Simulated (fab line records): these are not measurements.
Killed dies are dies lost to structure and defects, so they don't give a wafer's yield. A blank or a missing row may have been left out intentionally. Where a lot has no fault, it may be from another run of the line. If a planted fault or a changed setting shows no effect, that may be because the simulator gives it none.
A lot that was struck, set against a sound lot | flow n5Finfet | 16 steps out of a route of 1938
Sound: these wafers, L125.3, L125.4, L125.6. Struck: wafer L138.4; the same lot's L138.1 was not struck, so it is left out; see the end for the cause.
At each step with rows: each side's tool, then ch and its chambers, then its first start. Under that, the readings that differ: sound wafers | struck wafers | difference of the means | sigmas: that difference in standard deviations of wafers without a fault.
alike: same words and numbers on both sides, and readings whose means sit less than 2 such deviations apart. not compared: any withheld reading, any reading some wafer has no value for, any bound like >300 that may hide the same value, and any number with overlapping values for which the record gives no deviation.
The two part at a step that has a row with sigmas, a row that says differs or no value, or rows on one side only. Non-overlapping numbers with no deviation appear without sigmas and do not part them. Lack of a reading on every wafer of one side parts them only where that side has two or more wafers.

first, 8 steps without rows for these wafers: N5_MOL_CONTACT_COAG_COAT_63 (time 60 s, resist thk 10 nm); N5_MOL_CONTACT_COAG_COAT_64 (time 60 s, resist thk 10 nm); N5_MOL_CONTACT_COAG_COAT_34 (resist thk 40 nm); N5_MOL_CONTACT_COAG_EBR_36; N5_MOL_CONTACT_COAG_SOFTBAKE_35 (time 60 s); N5_MOL_CONTACT_COAG_EXPOSE_37 (exposes mask VD, defocus 0 nm); N5_MOL_CONTACT_COAG_PEB_38 (peb time 60 s); N5_MOL_CONTACT_COAG_DEVELOP_39 (develop time 30 s).
N5_MOL_CONTACT_COAG_CD_MEAS_40: target cd 25.1 nm.
  sound on cdSem-02 ch 0, day 7 13:01; struck on cdSem-02 ch 0, day 10 16:58
  alike: cdNm
N5_MOL_CONTACT_COAG_OVL_MEAS_41:
  sound on overlay-02 ch 0, day 7 13:03; struck on overlay-01 ch 0, day 10 17:00
  alike: VD_OVL
N5_MOL_CONTACT_COAG_INSPECT_42: inspects for defects (brightfield).
  sound: defectInspect-02 at day 7 13:05; struck: defectInspect-02 at day 10 17:04
reading        | sound       | struck | difference | sigmas
rawDefectCount | 108 170 106 | 224    | +96        | +2
N5_MOL_CONTACT_COAG_DESCUM_45: chemistry O2, time 7 s.
  sound on rieDiel-04 ch 0,1,2, day 7 13:17; struck on rieDiel-05 ch 2, day 10 17:26
reading                  | sound       | struck | difference | sigmas
drypumpMotorCurrentA (A) | 5.1 4.8 5.9 | 6.3    | +1.0       | +2
  alike: oesProductAu, rfVppV, showerheadPlenumPTorr, tempC, throttleValvePct
  not compared: rfHoursCounterH
N5_MOL_CONTACT_COAG_ETCH_65: etches underlayer in N2/H2, target depth 13 nm, time 10.4 s.
  sound on rieDiel-04 ch 0,1,2, day 7 13:20; struck on rieDiel-05 ch 2, day 10 17:28
reading                  | sound          | struck | difference | sigmas
drypumpMotorCurrentA (A) | 5.1 4.8 5.9    | 6.3    | +1.0       | +2
etchRfOnTimeS (s)        | 10.5 10.8 10.0 | 19.3   | +8.9       | +23
oesProductAu (a.u.)      | 0.59 0.59 0.84 | 0.50   | -0.17      | -2
  alike: rfVppV, showerheadPlenumPTorr, throttleValvePct
  not compared: rfHoursCounterH
N5_MOL_CONTACT_COAG_ETCH_66: etches SiARC in CF4, target depth 13 nm, time 21.7 s.
  sound on rieDiel-04 ch 0,1,2, day 7 13:21; struck on rieDiel-05 ch 2, day 10 17:29
reading                  | sound       | struck | difference | sigmas
drypumpMotorCurrentA (A) | 5.1 4.8 5.9 | 6.3    | +1.0       | +2
  alike: etchRfOnTimeS, oesProductAu, rfVppV, showerheadPlenumPTorr, throttleValvePct
  not compared: rfHoursCounterH
-- here the record skips 3 days between the struck wafers' starts before and after, leaving off in module MOL_CONTACT_COAG and picking up in module BEOL_M4 (first step shown: number 1111 of the route) --
N5_BEOL_M4_RC_MEAS_101:
  sound on prober-02 ch 0, day 10 05:22; struck on prober-01 ch 0, day 13 17:15
  alike: DIBL_N, DIBL_P, IOFF_N, IOFF_P, ION_N, ION_P, SS_N, SS_P, VT_N, VT_P
N5_PASSIVATION_PROBE_49:
  rows exist in the record for the sound wafers here (prober-02, day 14 13:50), none for the struck ones

## WHERE THEY PART
At N5_MOL_CONTACT_COAG_INSPECT_42 first; at N5_PASSIVATION_PROBE_49 last (within this record only).

WHY: whatever the simulator had introduced
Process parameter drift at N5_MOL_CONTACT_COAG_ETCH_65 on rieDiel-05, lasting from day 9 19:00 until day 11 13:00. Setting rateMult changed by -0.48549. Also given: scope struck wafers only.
